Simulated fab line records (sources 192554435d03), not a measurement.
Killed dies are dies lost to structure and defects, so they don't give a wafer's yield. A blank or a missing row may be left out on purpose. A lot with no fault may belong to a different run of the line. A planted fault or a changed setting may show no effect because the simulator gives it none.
fab line records / flow n5_finfet
[record] lots = 7 wafers = 39
route steps=1938 shown WELL_APT@33 DUMMY_GATE@228 HKMG_FIN@395 GATE_CUT@469 BEOL_M4@1111
start_h: hours from the record's first day to the start of the lot's first wafer shown / wait_h: time in hours since the lot's previous step / " identical to the entry in the row above / L1.1+2: a row that stands for several wafers / - value missing, or start not given / * or withheld: withheld / < > ~ a bound
route shown NAME@n: NAME is a module with steps in the file, n the number in the route of the first one / usual: average and standard deviation across the fault-free wafers / same: alike in all rows / chamber/n: place in a boat / sites: the reading at each site / _std_site: the values' standard deviation / _edge_site: outer sites' mean less inner sites' / radius_mm: how far each site lies from the wafer's centre / mask NAME#n: copy n / behind: the most recent tool/chamber to have shaped the wafer / hold: cause of the lot's hold/its duration in hours/its outcome / device: which transistor (n, p or np) failed to switch / end of line: tests run on the same wafers once the route is complete / a step with no rows: only its recipe / killed: the dies lost at the first sort to structure and to defects; this is not the yield of the wafer / map: a wafer's dies, x killed, . not, _ none there
set.NAME: the setting as run; set.NAME@STEP: as run at that earlier step / model.NAME: the simulator's own value behind a step, which no gauge read
one table per step and one row per wafer, for lots whose settings were changed on purpose
[[steps]]
[step N5_WELL_APT_IMPLANT_15]
[recipe] species = As energy_kev = 25 dose_cm2 = 1.5e+13 tilt_deg = 0 rotation_deg = 0
[step N5_DUMMY_GATE_EXPOSE_12]
[recipe] mask_id = GATE na = 0.33 source_shape = annular sigma_inner = 0.2 sigma_outer = 0.6 polarization = unpolarized target_cd_nm = 25 dose_mj = 34
[step N5_DUMMY_GATE_ETCH_37]
[recipe] chemistry = N2/H2 target = SOC target_depth_a = 600 overetch_a = 300 temp_c = 40 ion_energy_ev = 200 pressure_mtorr = 30 source_w = 840 bias_w = 150 n2_flow_sccm = 200 h2_flow_sccm = 200
[step N5_DUMMY_GATE_ETCH_32]
[recipe] chemistry = CF4 target = SiO2 target_depth_a = 35 time_s = 3.9 ion_energy_ev = 350 pressure_mtorr = 10 icp_w = 800 bias_w = 400 cf4_flow_sccm = 80
[step N5_HKMG_FIN_EXPOSE_46]
[recipe] mask_id = NDIPOLE na = 1.35 source_shape = conventional sigma_outer = 0.8 polarization = unpolarized dose_mj = 40
[step N5_HKMG_FIN_ETCH_58]
[recipe] chemistry = N2/H2 target = SOC target_depth_a = 2158 ion_energy_ev = 50 bias_w = 13 time_s = 741 pressure_mtorr = 30 source_w = 875 n2_flow_sccm = 200 h2_flow_sccm = 200
[step N5_HKMG_FIN_ALD_36]
[recipe] material = TiN target_thk_a = 10 temp_c = 400 ald_precursor_family = TiCl4 ald_co_reactant = NH3 pulse_time_s = 1 purge_time_s = 3 co_reactant_purge_time_s = 2 co_reactant_pulse_time_s = 2 ald_cycles = 47 pressure_torr = 3
[step N5_GATE_CUT_ETCH_58]
[recipe] chemistry = CH3F/O2 target = SiNx target_depth_a = 170 time_s = 128.6 ion_energy_ev = 50 pressure_mtorr = 30 source_w = 415 bias_w = 21 Ar_flow_sccm = 150 CH3F_flow_sccm = 30 O2_flow_sccm = 20
[step N5_BEOL_M4_RC_MEAS_101]
[usual] CJ_P = 5.80/0.23 IOFF_P = 0.22/0.038 IOFF_P_85C = 3.8/0.54 IOFF_P_LIN = 0.105/0.014
lot.wafer=L081.1 tool=prober-02 chamber=0 start_h=216.87 wait_h=0.0 set.dose_cm2@WELL_APT_IMPLANT_15=1.78e+13 set.dose_mj@DUMMY_GATE_EXPOSE_12=34 set.source_w@DUMMY_GATE_ETCH_37=840 set.time_s@DUMMY_GATE_ETCH_32=3.15 set.dose_mj@HKMG_FIN_EXPOSE_46=40 set.source_w@HKMG_FIN_ETCH_58=875 set.temp_c@HKMG_FIN_ALD_36=408.2 set.source_w@GATE_CUT_ETCH_58=415 CJ_P=6.21 IOFF_P[nA/um]=0.30 IOFF_P_85C[nA/um]=4.9 IOFF_P_LIN[nA/um]=0.139
lot.wafer=L081.2 tool=prober-02 chamber=0 start_h=216.87 wait_h=0.0 set.dose_cm2@WELL_APT_IMPLANT_15=1.5e+13 set.dose_mj@DUMMY_GATE_EXPOSE_12=34 set.source_w@DUMMY_GATE_ETCH_37=710.1 set.time_s@DUMMY_GATE_ETCH_32=3.9 set.dose_mj@HKMG_FIN_EXPOSE_46=40 set.source_w@HKMG_FIN_ETCH_58=875 set.temp_c@HKMG_FIN_ALD_36=408.2 set.source_w@GATE_CUT_ETCH_58=415 CJ_P=6.19 IOFF_P[nA/um]=0.26 IOFF_P_85C[nA/um]=4.2 IOFF_P_LIN[nA/um]=0.126
lot.wafer=L081.3 tool=prober-02 chamber=0 start_h=216.87 wait_h=0.0 set.dose_cm2@WELL_APT_IMPLANT_15=1.78e+13 set.dose_mj@DUMMY_GATE_EXPOSE_12=32.67 set.source_w@DUMMY_GATE_ETCH_37=710.1 set.time_s@DUMMY_GATE_ETCH_32=3.9 set.dose_mj@HKMG_FIN_EXPOSE_46=41.16 set.source_w@HKMG_FIN_ETCH_58=1040 set.temp_c@HKMG_FIN_ALD_36=400 set.source_w@GATE_CUT_ETCH_58=415 CJ_P=6.61 IOFF_P[nA/um]=0.23 IOFF_P_85C[nA/um]=4.0 IOFF_P_LIN[nA/um]=0.116
lot.wafer=L081.4 tool=prober-02 chamber=0 start_h=216.87 wait_h=0.0 set.dose_cm2@WELL_APT_IMPLANT_15=1.78e+13 set.dose_mj@DUMMY_GATE_EXPOSE_12=32.67 set.source_w@DUMMY_GATE_ETCH_37=840 set.time_s@DUMMY_GATE_ETCH_32=3.9 set.dose_mj@HKMG_FIN_EXPOSE_46=41.16 set.source_w@HKMG_FIN_ETCH_58=875 set.temp_c@HKMG_FIN_ALD_36=400 set.source_w@GATE_CUT_ETCH_58=352 CJ_P=6.10 IOFF_P[nA/um]=0.22 IOFF_P_85C[nA/um]=3.7 IOFF_P_LIN[nA/um]=0.107
lot.wafer=L081.5 tool=prober-02 chamber=0 start_h=216.87 wait_h=0.0 set.dose_cm2@WELL_APT_IMPLANT_15=1.5e+13 set.dose_mj@DUMMY_GATE_EXPOSE_12=32.67 set.source_w@DUMMY_GATE_ETCH_37=710.1 set.time_s@DUMMY_GATE_ETCH_32=3.15 set.dose_mj@HKMG_FIN_EXPOSE_46=40 set.source_w@HKMG_FIN_ETCH_58=1040 set.temp_c@HKMG_FIN_ALD_36=400 set.source_w@GATE_CUT_ETCH_58=352 CJ_P=5.68 IOFF_P[nA/um]=0.18 IOFF_P_85C[nA/um]=3.2 IOFF_P_LIN[nA/um]=0.098
lot.wafer=L081.6 tool=prober-02 chamber=0 start_h=216.87 wait_h=0.0 set.dose_cm2@WELL_APT_IMPLANT_15=1.5e+13 set.dose_mj@DUMMY_GATE_EXPOSE_12=34 set.source_w@DUMMY_GATE_ETCH_37=840 set.time_s@DUMMY_GATE_ETCH_32=3.15 set.dose_mj@HKMG_FIN_EXPOSE_46=41.16 set.source_w@HKMG_FIN_ETCH_58=1040 set.temp_c@HKMG_FIN_ALD_36=408.2 set.source_w@GATE_CUT_ETCH_58=352 CJ_P=6.06 IOFF_P[nA/um]=0.36 IOFF_P_85C[nA/um]=5.8 IOFF_P_LIN[nA/um]=0.158
lot.wafer=L080.1 tool=prober-01 chamber=0 start_h=229.69 wait_h=0.0 set.dose_cm2@WELL_APT_IMPLANT_15=1.5e+13 set.dose_mj@DUMMY_GATE_EXPOSE_12=34 set.source_w@DUMMY_GATE_ETCH_37=840 set.time_s@DUMMY_GATE_ETCH_32=4.62 set.dose_mj@HKMG_FIN_EXPOSE_46=40 set.source_w@HKMG_FIN_ETCH_58=815.3 set.temp_c@HKMG_FIN_ALD_36=400 set.source_w@GATE_CUT_ETCH_58=415 CJ_P=5.06 IOFF_P[nA/um]=0.19 IOFF_P_85C[nA/um]=3.2 IOFF_P_LIN[nA/um]=0.097
lot.wafer=L080.2 tool=prober-01 chamber=0 start_h=229.69 wait_h=0.0 set.dose_cm2@WELL_APT_IMPLANT_15=1.694e+13 set.dose_mj@DUMMY_GATE_EXPOSE_12=34 set.source_w@DUMMY_GATE_ETCH_37=694.8 set.time_s@DUMMY_GATE_ETCH_32=4.62 set.dose_mj@HKMG_FIN_EXPOSE_46=40 set.source_w@HKMG_FIN_ETCH_58=815.3 set.temp_c@HKMG_FIN_ALD_36=408.2 set.source_w@GATE_CUT_ETCH_58=415 CJ_P=5.54 IOFF_P[nA/um]=0.20 IOFF_P_85C[nA/um]=3.5 IOFF_P_LIN[nA/um]=0.103
lot.wafer=L080.3 tool=prober-01 chamber=0 start_h=229.69 wait_h=0.0 set.dose_cm2@WELL_APT_IMPLANT_15=1.694e+13 set.dose_mj@DUMMY_GATE_EXPOSE_12=34 set.source_w@DUMMY_GATE_ETCH_37=694.8 set.time_s@DUMMY_GATE_ETCH_32=3.9 set.dose_mj@HKMG_FIN_EXPOSE_46=40 set.source_w@HKMG_FIN_ETCH_58=815.3 set.temp_c@HKMG_FIN_ALD_36=400 set.source_w@GATE_CUT_ETCH_58=415 CJ_P=5.75 IOFF_P[nA/um]=0.24 IOFF_P_85C[nA/um]=4.0 IOFF_P_LIN[nA/um]=0.114
lot.wafer=L080.4 tool=prober-01 chamber=0 start_h=229.69 wait_h=0.0 set.dose_cm2@WELL_APT_IMPLANT_15=1.5e+13 set.dose_mj@DUMMY_GATE_EXPOSE_12=34 set.source_w@DUMMY_GATE_ETCH_37=694.8 set.time_s@DUMMY_GATE_ETCH_32=3.9 set.dose_mj@HKMG_FIN_EXPOSE_46=40 set.source_w@HKMG_FIN_ETCH_58=875 set.temp_c@HKMG_FIN_ALD_36=408.2 set.source_w@GATE_CUT_ETCH_58=415 CJ_P=5.75 IOFF_P[nA/um]=0.28 IOFF_P_85C[nA/um]=4.6 IOFF_P_LIN[nA/um]=0.131
lot.wafer=L080.5 tool=prober-01 chamber=0 start_h=229.69 wait_h=0.0 set.dose_cm2@WELL_APT_IMPLANT_15=1.5e+13 set.dose_mj@DUMMY_GATE_EXPOSE_12=34 set.source_w@DUMMY_GATE_ETCH_37=840 set.time_s@DUMMY_GATE_ETCH_32=4.62 set.dose_mj@HKMG_FIN_EXPOSE_46=40 set.source_w@HKMG_FIN_ETCH_58=875 set.temp_c@HKMG_FIN_ALD_36=408.2 set.source_w@GATE_CUT_ETCH_58=415 CJ_P=5.34 IOFF_P[nA/um]=0.18 IOFF_P_85C[nA/um]=3.2 IOFF_P_LIN[nA/um]=0.095
lot.wafer=L080.6 tool=prober-01 chamber=0 start_h=229.69 wait_h=0.0 set.dose_cm2@WELL_APT_IMPLANT_15=1.694e+13 set.dose_mj@DUMMY_GATE_EXPOSE_12=34 set.source_w@DUMMY_GATE_ETCH_37=840 set.time_s@DUMMY_GATE_ETCH_32=3.9 set.dose_mj@HKMG_FIN_EXPOSE_46=40 set.source_w@HKMG_FIN_ETCH_58=875 set.temp_c@HKMG_FIN_ALD_36=400 set.source_w@GATE_CUT_ETCH_58=415 CJ_P=5.61 IOFF_P[nA/um]=0.24 IOFF_P_85C[nA/um]=4.1 IOFF_P_LIN[nA/um]=0.116
lot.wafer=L079.1 tool=prober-01 chamber=0 start_h=231.55 wait_h=0.0 set.dose_cm2@WELL_APT_IMPLANT_15=1.5e+13 set.dose_mj@DUMMY_GATE_EXPOSE_12=34 set.source_w@DUMMY_GATE_ETCH_37=840 set.time_s@DUMMY_GATE_ETCH_32=3.9 set.dose_mj@HKMG_FIN_EXPOSE_46=40 set.source_w@HKMG_FIN_ETCH_58=875 set.temp_c@HKMG_FIN_ALD_36=400 set.source_w@GATE_CUT_ETCH_58=415 CJ_P=5.55 IOFF_P[nA/um]=0.22 IOFF_P_85C[nA/um]=3.8 IOFF_P_LIN[nA/um]=0.101
lot.wafer=L079.2 tool=prober-01 chamber=0 start_h=231.55 wait_h=0.0 set.dose_cm2@WELL_APT_IMPLANT_15=1.5e+13 set.dose_mj@DUMMY_GATE_EXPOSE_12=34 set.source_w@DUMMY_GATE_ETCH_37=840 set.time_s@DUMMY_GATE_ETCH_32=3.9 set.dose_mj@HKMG_FIN_EXPOSE_46=40 set.source_w@HKMG_FIN_ETCH_58=875 set.temp_c@HKMG_FIN_ALD_36=400 set.source_w@GATE_CUT_ETCH_58=415 CJ_P=5.82 IOFF_P[nA/um]=0.24 IOFF_P_85C[nA/um]=4.1 IOFF_P_LIN[nA/um]=0.108
lot.wafer=L079.5 tool=prober-01 chamber=0 start_h=231.55 wait_h=0.0 set.dose_cm2@WELL_APT_IMPLANT_15=1.5e+13 set.dose_mj@DUMMY_GATE_EXPOSE_12=34 set.source_w@DUMMY_GATE_ETCH_37=840 set.time_s@DUMMY_GATE_ETCH_32=3.9 set.dose_mj@HKMG_FIN_EXPOSE_46=40 set.source_w@HKMG_FIN_ETCH_58=875 set.temp_c@HKMG_FIN_ALD_36=400 set.source_w@GATE_CUT_ETCH_58=415 CJ_P=5.68 IOFF_P[nA/um]=0.21 IOFF_P_85C[nA/um]=3.7 IOFF_P_LIN[nA/um]=0.095
lot.wafer=L084.1 tool=prober-01 chamber=0 start_h=236.79 wait_h=0.0 set.dose_cm2@WELL_APT_IMPLANT_15=1.5e+13 set.dose_mj@DUMMY_GATE_EXPOSE_12=34 set.source_w@DUMMY_GATE_ETCH_37=721.5 set.time_s@DUMMY_GATE_ETCH_32=3.9 set.dose_mj@HKMG_FIN_EXPOSE_46=42.16 set.source_w@HKMG_FIN_ETCH_58=764 set.temp_c@HKMG_FIN_ALD_36=400 set.source_w@GATE_CUT_ETCH_58=415 CJ_P=5.59 IOFF_P[nA/um]=0.20 IOFF_P_85C[nA/um]=3.6 IOFF_P_LIN[nA/um]=0.095
lot.wafer=L084.2 tool=prober-01 chamber=0 start_h=236.79 wait_h=0.0 set.dose_cm2@WELL_APT_IMPLANT_15=1.5e+13 set.dose_mj@DUMMY_GATE_EXPOSE_12=33.22 set.source_w@DUMMY_GATE_ETCH_37=721.5 set.time_s@DUMMY_GATE_ETCH_32=3.9 set.dose_mj@HKMG_FIN_EXPOSE_46=40 set.source_w@HKMG_FIN_ETCH_58=875 set.temp_c@HKMG_FIN_ALD_36=400 set.source_w@GATE_CUT_ETCH_58=436.7 CJ_P=6.07 IOFF_P[nA/um]=0.16 IOFF_P_85C[nA/um]=3.0 IOFF_P_LIN[nA/um]=0.083
lot.wafer=L084.3 tool=prober-01 chamber=0 start_h=236.79 wait_h=0.0 set.dose_cm2@WELL_APT_IMPLANT_15=1.679e+13 set.dose_mj@DUMMY_GATE_EXPOSE_12=34 set.source_w@DUMMY_GATE_ETCH_37=721.5 set.time_s@DUMMY_GATE_ETCH_32=3.9 set.dose_mj@HKMG_FIN_EXPOSE_46=40 set.source_w@HKMG_FIN_ETCH_58=764 set.temp_c@HKMG_FIN_ALD_36=400 set.source_w@GATE_CUT_ETCH_58=415 CJ_P=6.02 IOFF_P[nA/um]=0.20 IOFF_P_85C[nA/um]=3.6 IOFF_P_LIN[nA/um]=0.098
lot.wafer=L084.4 tool=prober-01 chamber=0 start_h=236.79 wait_h=0.0 set.dose_cm2@WELL_APT_IMPLANT_15=1.679e+13 set.dose_mj@DUMMY_GATE_EXPOSE_12=34 set.source_w@DUMMY_GATE_ETCH_37=840 set.time_s@DUMMY_GATE_ETCH_32=3.9 set.dose_mj@HKMG_FIN_EXPOSE_46=42.16 set.source_w@HKMG_FIN_ETCH_58=875 set.temp_c@HKMG_FIN_ALD_36=400 set.source_w@GATE_CUT_ETCH_58=436.7 CJ_P=6.29 IOFF_P[nA/um]=0.24 IOFF_P_85C[nA/um]=4.1 IOFF_P_LIN[nA/um]=0.109
lot.wafer=L084.5 tool=prober-01 chamber=0 start_h=236.79 wait_h=0.0 set.dose_cm2@WELL_APT_IMPLANT_15=1.679e+13 set.dose_mj@DUMMY_GATE_EXPOSE_12=33.22 set.source_w@DUMMY_GATE_ETCH_37=840 set.time_s@DUMMY_GATE_ETCH_32=3.9 set.dose_mj@HKMG_FIN_EXPOSE_46=42.16 set.source_w@HKMG_FIN_ETCH_58=764 set.temp_c@HKMG_FIN_ALD_36=400 set.source_w@GATE_CUT_ETCH_58=436.7 CJ_P=5.81 IOFF_P[nA/um]=0.17 IOFF_P_85C[nA/um]=3.1 IOFF_P_LIN[nA/um]=0.085
lot.wafer=L084.6 tool=prober-01 chamber=0 start_h=236.79 wait_h=0.0 set.dose_cm2@WELL_APT_IMPLANT_15=1.5e+13 set.dose_mj@DUMMY_GATE_EXPOSE_12=33.22 set.source_w@DUMMY_GATE_ETCH_37=840 set.time_s@DUMMY_GATE_ETCH_32=3.9 set.dose_mj@HKMG_FIN_EXPOSE_46=40 set.source_w@HKMG_FIN_ETCH_58=875 set.temp_c@HKMG_FIN_ALD_36=400 set.source_w@GATE_CUT_ETCH_58=415 CJ_P=5.92 IOFF_P[nA/um]=0.21 IOFF_P_85C[nA/um]=3.6 IOFF_P_LIN[nA/um]=0.098
lot.wafer=L090.1 tool=prober-01 chamber=0 start_h=267.18 wait_h=0.0 set.dose_cm2@WELL_APT_IMPLANT_15=1.5e+13 set.dose_mj@DUMMY_GATE_EXPOSE_12=35.42 set.source_w@DUMMY_GATE_ETCH_37=840 set.time_s@DUMMY_GATE_ETCH_32=3.056 set.dose_mj@HKMG_FIN_EXPOSE_46=39.06 set.source_w@HKMG_FIN_ETCH_58=875 set.temp_c@HKMG_FIN_ALD_36=400 set.source_w@GATE_CUT_ETCH_58=415 CJ_P=6.12 IOFF_P[nA/um]=0.24 IOFF_P_85C[nA/um]=4.1 IOFF_P_LIN[nA/um]=0.108
lot.wafer=L090.2 tool=prober-01 chamber=0 start_h=267.18 wait_h=0.0 set.dose_cm2@WELL_APT_IMPLANT_15=1.646e+13 set.dose_mj@DUMMY_GATE_EXPOSE_12=35.42 set.source_w@DUMMY_GATE_ETCH_37=840 set.time_s@DUMMY_GATE_ETCH_32=3.056 set.dose_mj@HKMG_FIN_EXPOSE_46=40 set.source_w@HKMG_FIN_ETCH_58=875 set.temp_c@HKMG_FIN_ALD_36=382.4 set.source_w@GATE_CUT_ETCH_58=379.5 CJ_P=6.03 IOFF_P[nA/um]=0.19 IOFF_P_85C[nA/um]=3.4 IOFF_P_LIN[nA/um]=0.087
lot.wafer=L090.3 tool=prober-01 chamber=0 start_h=267.18 wait_h=0.0 set.dose_cm2@WELL_APT_IMPLANT_15=1.646e+13 set.dose_mj@DUMMY_GATE_EXPOSE_12=34 set.source_w@DUMMY_GATE_ETCH_37=840 set.time_s@DUMMY_GATE_ETCH_32=3.9 set.dose_mj@HKMG_FIN_EXPOSE_46=39.06 set.source_w@HKMG_FIN_ETCH_58=875 set.temp_c@HKMG_FIN_ALD_36=400 set.source_w@GATE_CUT_ETCH_58=379.5 CJ_P=6.17 IOFF_P[nA/um]=0.23 IOFF_P_85C[nA/um]=3.8 IOFF_P_LIN[nA/um]=0.105
lot.wafer=L090.4 tool=prober-01 chamber=0 start_h=267.18 wait_h=0.0 set.dose_cm2@WELL_APT_IMPLANT_15=1.646e+13 set.dose_mj@DUMMY_GATE_EXPOSE_12=35.42 set.source_w@DUMMY_GATE_ETCH_37=840 set.time_s@DUMMY_GATE_ETCH_32=3.9 set.dose_mj@HKMG_FIN_EXPOSE_46=40 set.source_w@HKMG_FIN_ETCH_58=875 set.temp_c@HKMG_FIN_ALD_36=382.4 set.source_w@GATE_CUT_ETCH_58=415 CJ_P=5.76 IOFF_P[nA/um]=0.22 IOFF_P_85C[nA/um]=3.7 IOFF_P_LIN[nA/um]=0.099
lot.wafer=L090.5 tool=prober-01 chamber=0 start_h=267.18 wait_h=0.0 set.dose_cm2@WELL_APT_IMPLANT_15=1.5e+13 set.dose_mj@DUMMY_GATE_EXPOSE_12=34 set.source_w@DUMMY_GATE_ETCH_37=840 set.time_s@DUMMY_GATE_ETCH_32=3.056 set.dose_mj@HKMG_FIN_EXPOSE_46=39.06 set.source_w@HKMG_FIN_ETCH_58=875 set.temp_c@HKMG_FIN_ALD_36=382.4 set.source_w@GATE_CUT_ETCH_58=415 CJ_P=5.46 IOFF_P[nA/um]=0.16 IOFF_P_85C[nA/um]=3.0 IOFF_P_LIN[nA/um]=0.083
lot.wafer=L090.6 tool=prober-01 chamber=0 start_h=267.18 wait_h=0.0 set.dose_cm2@WELL_APT_IMPLANT_15=1.5e+13 set.dose_mj@DUMMY_GATE_EXPOSE_12=34 set.source_w@DUMMY_GATE_ETCH_37=840 set.time_s@DUMMY_GATE_ETCH_32=3.9 set.dose_mj@HKMG_FIN_EXPOSE_46=40 set.source_w@HKMG_FIN_ETCH_58=875 set.temp_c@HKMG_FIN_ALD_36=400 set.source_w@GATE_CUT_ETCH_58=379.5 CJ_P=5.44 IOFF_P[nA/um]=0.21 IOFF_P_85C[nA/um]=3.6 IOFF_P_LIN[nA/um]=0.095
lot.wafer=L089.1 tool=prober-02 chamber=0 start_h=278.13 wait_h=0.0 set.dose_cm2@WELL_APT_IMPLANT_15=1.5e+13 set.dose_mj@DUMMY_GATE_EXPOSE_12=34 set.source_w@DUMMY_GATE_ETCH_37=990.6 set.time_s@DUMMY_GATE_ETCH_32=3.9 set.dose_mj@HKMG_FIN_EXPOSE_46=40 set.source_w@HKMG_FIN_ETCH_58=875 set.temp_c@HKMG_FIN_ALD_36=400 set.source_w@GATE_CUT_ETCH_58=415 CJ_P=5.72 IOFF_P[nA/um]=0.20 IOFF_P_85C[nA/um]=3.6 IOFF_P_LIN[nA/um]=0.093
lot.wafer=L089.2 tool=prober-02 chamber=0 start_h=278.13 wait_h=0.0 set.dose_cm2@WELL_APT_IMPLANT_15=1.353e+13 set.dose_mj@DUMMY_GATE_EXPOSE_12=36.28 set.source_w@DUMMY_GATE_ETCH_37=990.6 set.time_s@DUMMY_GATE_ETCH_32=2.995 set.dose_mj@HKMG_FIN_EXPOSE_46=38.85 set.source_w@HKMG_FIN_ETCH_58=875 set.temp_c@HKMG_FIN_ALD_36=405 set.source_w@GATE_CUT_ETCH_58=487.1 CJ_P=5.89 IOFF_P[nA/um]=0.32 IOFF_P_85C[nA/um]=5.1 IOFF_P_LIN[nA/um]=0.132
lot.wafer=L089.3 tool=prober-02 chamber=0 start_h=278.13 wait_h=0.0 set.dose_cm2@WELL_APT_IMPLANT_15=1.353e+13 set.dose_mj@DUMMY_GATE_EXPOSE_12=36.28 set.source_w@DUMMY_GATE_ETCH_37=990.6 set.time_s@DUMMY_GATE_ETCH_32=3.9 set.dose_mj@HKMG_FIN_EXPOSE_46=40 set.source_w@HKMG_FIN_ETCH_58=776.2 set.temp_c@HKMG_FIN_ALD_36=400 set.source_w@GATE_CUT_ETCH_58=487.1 CJ_P=5.40 IOFF_P[nA/um]=0.31 IOFF_P_85C[nA/um]=5.1 IOFF_P_LIN[nA/um]=0.131
lot.wafer=L089.4 tool=prober-02 chamber=0 start_h=278.13 wait_h=0.0 set.dose_cm2@WELL_APT_IMPLANT_15=1.353e+13 set.dose_mj@DUMMY_GATE_EXPOSE_12=34 set.source_w@DUMMY_GATE_ETCH_37=840 set.time_s@DUMMY_GATE_ETCH_32=2.995 set.dose_mj@HKMG_FIN_EXPOSE_46=38.85 set.source_w@HKMG_FIN_ETCH_58=776.2 set.temp_c@HKMG_FIN_ALD_36=400 set.source_w@GATE_CUT_ETCH_58=415 CJ_P=5.70 IOFF_P[nA/um]=0.23 IOFF_P_85C[nA/um]=4.0 IOFF_P_LIN[nA/um]=0.103
lot.wafer=L089.5 tool=prober-02 chamber=0 start_h=278.13 wait_h=0.0 set.dose_cm2@WELL_APT_IMPLANT_15=1.5e+13 set.dose_mj@DUMMY_GATE_EXPOSE_12=36.28 set.source_w@DUMMY_GATE_ETCH_37=840 set.time_s@DUMMY_GATE_ETCH_32=3.9 set.dose_mj@HKMG_FIN_EXPOSE_46=38.85 set.source_w@HKMG_FIN_ETCH_58=776.2 set.temp_c@HKMG_FIN_ALD_36=405 set.source_w@GATE_CUT_ETCH_58=415 CJ_P=5.98 IOFF_P[nA/um]=0.36 IOFF_P_85C[nA/um]=5.8 IOFF_P_LIN[nA/um]=0.147
lot.wafer=L089.6 tool=prober-02 chamber=0 start_h=278.13 wait_h=0.0 set.dose_cm2@WELL_APT_IMPLANT_15=1.5e+13 set.dose_mj@DUMMY_GATE_EXPOSE_12=34 set.source_w@DUMMY_GATE_ETCH_37=840 set.time_s@DUMMY_GATE_ETCH_32=2.995 set.dose_mj@HKMG_FIN_EXPOSE_46=40 set.source_w@HKMG_FIN_ETCH_58=875 set.temp_c@HKMG_FIN_ALD_36=405 set.source_w@GATE_CUT_ETCH_58=487.1 CJ_P=6.17 IOFF_P[nA/um]=0.18 IOFF_P_85C[nA/um]=3.2 IOFF_P_LIN[nA/um]=0.087
lot.wafer=L092.1 tool=prober-02 chamber=0 start_h=281.12 wait_h=0.0 set.dose_cm2@WELL_APT_IMPLANT_15=1.5e+13 set.dose_mj@DUMMY_GATE_EXPOSE_12=35.18 set.source_w@DUMMY_GATE_ETCH_37=840 set.time_s@DUMMY_GATE_ETCH_32=4.214 set.dose_mj@HKMG_FIN_EXPOSE_46=43.07 set.source_w@HKMG_FIN_ETCH_58=875 set.temp_c@HKMG_FIN_ALD_36=409.9 set.source_w@GATE_CUT_ETCH_58=338.6 CJ_P=5.88 IOFF_P[nA/um]=0.23 IOFF_P_85C[nA/um]=3.9 IOFF_P_LIN[nA/um]=0.109
lot.wafer=L092.2 tool=prober-02 chamber=0 start_h=281.12 wait_h=0.0 set.dose_cm2@WELL_APT_IMPLANT_15=1.5e+13 set.dose_mj@DUMMY_GATE_EXPOSE_12=34 set.source_w@DUMMY_GATE_ETCH_37=840 set.time_s@DUMMY_GATE_ETCH_32=4.214 set.dose_mj@HKMG_FIN_EXPOSE_46=40 set.source_w@HKMG_FIN_ETCH_58=875 set.temp_c@HKMG_FIN_ALD_36=400 set.source_w@GATE_CUT_ETCH_58=338.6 CJ_P=5.58 IOFF_P[nA/um]=0.17 IOFF_P_85C[nA/um]=3.0 IOFF_P_LIN[nA/um]=0.082
lot.wafer=L092.3 tool=prober-02 chamber=0 start_h=281.12 wait_h=0.0 set.dose_cm2@WELL_APT_IMPLANT_15=1.5e+13 set.dose_mj@DUMMY_GATE_EXPOSE_12=35.18 set.source_w@DUMMY_GATE_ETCH_37=840 set.time_s@DUMMY_GATE_ETCH_32=3.9 set.dose_mj@HKMG_FIN_EXPOSE_46=40 set.source_w@HKMG_FIN_ETCH_58=760.3 set.temp_c@HKMG_FIN_ALD_36=409.9 set.source_w@GATE_CUT_ETCH_58=415 CJ_P=5.84 IOFF_P[nA/um]=0.22 IOFF_P_85C[nA/um]=3.7 IOFF_P_LIN[nA/um]=0.102
lot.wafer=L092.4 tool=prober-02 chamber=0 start_h=281.12 wait_h=0.0 set.dose_cm2@WELL_APT_IMPLANT_15=1.5e+13 set.dose_mj@DUMMY_GATE_EXPOSE_12=34 set.source_w@DUMMY_GATE_ETCH_37=840 set.time_s@DUMMY_GATE_ETCH_32=3.9 set.dose_mj@HKMG_FIN_EXPOSE_46=43.07 set.source_w@HKMG_FIN_ETCH_58=875 set.temp_c@HKMG_FIN_ALD_36=400 set.source_w@GATE_CUT_ETCH_58=415 CJ_P=5.61 IOFF_P[nA/um]=0.18 IOFF_P_85C[nA/um]=3.1 IOFF_P_LIN[nA/um]=0.087
lot.wafer=L092.5 tool=prober-02 chamber=0 start_h=281.12 wait_h=0.0 set.dose_cm2@WELL_APT_IMPLANT_15=1.5e+13 set.dose_mj@DUMMY_GATE_EXPOSE_12=35.18 set.source_w@DUMMY_GATE_ETCH_37=840 set.time_s@DUMMY_GATE_ETCH_32=4.214 set.dose_mj@HKMG_FIN_EXPOSE_46=43.07 set.source_w@HKMG_FIN_ETCH_58=760.3 set.temp_c@HKMG_FIN_ALD_36=400 set.source_w@GATE_CUT_ETCH_58=415 CJ_P=5.76 IOFF_P[nA/um]=0.29 IOFF_P_85C[nA/um]=4.7 IOFF_P_LIN[nA/um]=0.128
lot.wafer=L092.6 tool=prober-02 chamber=0 start_h=281.12 wait_h=0.0 set.dose_cm2@WELL_APT_IMPLANT_15=1.5e+13 set.dose_mj@DUMMY_GATE_EXPOSE_12=34 set.source_w@DUMMY_GATE_ETCH_37=840 set.time_s@DUMMY_GATE_ETCH_32=3.9 set.dose_mj@HKMG_FIN_EXPOSE_46=40 set.source_w@HKMG_FIN_ETCH_58=760.3 set.temp_c@HKMG_FIN_ALD_36=409.9 set.source_w@GATE_CUT_ETCH_58=338.6 CJ_P=5.71 IOFF_P[nA/um]=0.19 IOFF_P_85C[nA/um]=3.3 IOFF_P_LIN[nA/um]=0.095
[[key]]
[split] step = N5_WELL_APT_IMPLANT_15 setting = dose_cm2 stated_as = 1.5e+13
[response] step = N5_BEOL_M4_RC_MEAS_101 reading = CJ_P slope = +0.0286 per = 1% together_with = all explained = 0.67
[split] step = N5_DUMMY_GATE_EXPOSE_12 setting = dose_mj stated_as = 34
[response] step = N5_BEOL_M4_RC_MEAS_101 reading = IOFF_P_85C slope = +0.241 per = 1% together_with = all explained = 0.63
[response] step = N5_BEOL_M4_RC_MEAS_101 reading = IOFF_P slope = +0.0169 per = 1% together_with = all explained = 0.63
[response] step = N5_BEOL_M4_RC_MEAS_101 reading = IOFF_P_LIN slope = +0.00571 per = 1% together_with = all explained = 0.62
[split] step = N5_DUMMY_GATE_ETCH_37 setting = source_w stated_as = 840
response none clear
[split] step = N5_DUMMY_GATE_ETCH_32 setting = time_s stated_as = 3.9
response none clear
[split] step = N5_HKMG_FIN_EXPOSE_46 setting = dose_mj stated_as = 40
response none clear
[split] step = N5_HKMG_FIN_ETCH_58 setting = source_w stated_as = 875
response none clear
[split] step = N5_HKMG_FIN_ALD_36 setting = temp_c stated_as = 400
response none clear
[split] step = N5_GATE_CUT_ETCH_58 setting = source_w stated_as = 415
response none clear
